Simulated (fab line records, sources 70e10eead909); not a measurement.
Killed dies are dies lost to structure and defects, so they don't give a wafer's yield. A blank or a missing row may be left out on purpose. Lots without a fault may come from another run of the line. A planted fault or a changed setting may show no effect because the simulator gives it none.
Chamber matching | flow nand_harc | NHARC_P_BONDPAD_ACTIVATE_29 on rie_diel-08: 4 sister chambers
The step chemistry N2, time 60 s. 26 wafers are shown with their chamber, then 12 later ones without.

WAFERS WITH THEIR CHAMBER
wafer  | chamber | drypump_motor_current_A (A) | oes_product_au (a.u.) | rf_vpp_V (V)
L178.4 | 1       | 6.3                         | 0.999                 | 64.3
L178.5 | 3       | 5.8                         | 0.986                 | 65.4
L178.6 | 0       | 6.1                         | 0.983                 | 63.5
L181.1 | 1       | 6.3                         | 1.003                 | 63.7
L181.2 | 3       | 5.8                         | 0.987                 | 64.6
L181.4 | 2       | 5.0                         | 1.013                 | 63.9
L180.3 | 1       | 6.3                         | 1.007                 | 65.0
L180.5 | 1       | 6.3                         | 0.998                 | 63.8
L180.6 | 2       | 5.0                         | 1.025                 | 65.3
L182.4 | 3       | 5.8                         | 0.980                 | 64.5
L182.5 | 1       | 6.3                         | 0.995                 | 64.7
L182.6 | 2       | 5.0                         | 1.010                 | 63.9
L185.1 | 3       | 5.8                         | 0.986                 | 65.4
L185.2 | 1       | 6.3                         | 1.007                 | 62.6
L185.4 | 2       | 4.9                         | 1.021                 | 62.2
L184.3 | 1       | 6.3                         | 1.001                 | 64.8
L184.5 | 1       | 6.3                         | 1.000                 | 64.1
L184.6 | 0       | 6.1                         | 0.985                 | 64.1
L186.4 | 2       | 5.0                         | 1.012                 | 64.5
L186.5 | 1       | 6.3                         | 0.990                 | 65.5
L186.6 | 2       | 5.0                         | 1.008                 | 65.4
L187.4 | 3       | 5.8                         | 0.996                 | 64.6
L187.5 | 2       | 5.0                         | 1.010                 | 65.0
L187.6 | 0       | 6.1                         | 0.991                 | 64.3
L189.2 | 2       | 5.0                         | 1.004                 | 65.7
L189.4 | 3       | 5.8                         | 0.987                 | 65.0

SIGNATURES (means of the wafers above)
reading                 | chamber 0 | chamber 1 | chamber 2 | chamber 3 | scatter within a chamber
drypump_motor_current_A | 6.100     | 6.300     | 4.987     | 5.800     | 0.0199
oes_product_au          | 0.98633   | 1.00000   | 1.01287   | 0.98700   | 0.00579
rf_vpp_V                | 63.967    | 64.278    | 64.487    | 64.917    | 0.859
Rule: a wafer's distance from a chamber is the root of the sum, over the readings, of the square of ((its reading less the chamber's mean) divided by the reading's scatter). The wafer belongs to the nearest chamber; if the next one is less than 2 further off, it can't be placed. The scatter: the root of (the sum of the squares of (reading less its chamber's mean) over the shown wafers, divided by (wafers less chambers)).

WAFERS WITHOUT THEIR CHAMBER
wafer  | drypump_motor_current_A (A) | oes_product_au (a.u.) | rf_vpp_V (V)
L189.6 | 5.0                         | 1.003                 | 64.4
L191.1 | 5.8                         | 0.991                 | 63.3
L191.5 | 5.0                         | 1.008                 | 65.1
L191.6 | 5.8                         | 0.987                 | 63.7
L194.1 | 6.1                         | 0.992                 | 64.7
L194.4 | 5.0                         | 1.022                 | 64.1
L197.1 | 6.3                         | 0.991                 | 64.3
L197.3 | 5.8                         | 0.993                 | 65.0
L197.4 | 6.1                         | 0.999                 | 62.7
L199.3 | 5.8                         | 0.989                 | 64.6
L199.4 | 6.1                         | 1.000                 | 64.0
L199.6 | 6.3                         | 0.988                 | 64.3

WHICH CHAMBER EACH WENT THROUGH
wafer  | from the rows above | in truth
L189.6 | 2                   | 2
L191.1 | 3                   | 3
L191.5 | 2                   | 2
L191.6 | 3                   | 3
L194.1 | 0                   | 0
L194.4 | 2                   | 2
L197.1 | 1                   | 1
L197.3 | 3                   | 3
L197.4 | 0                   | 0
L199.3 | 3                   | 3
L199.4 | 0                   | 0
L199.6 | 1                   | 1
Placed correctly: 12 of 12. Can't be placed from these rows: 0. Placed wrongly: 0.
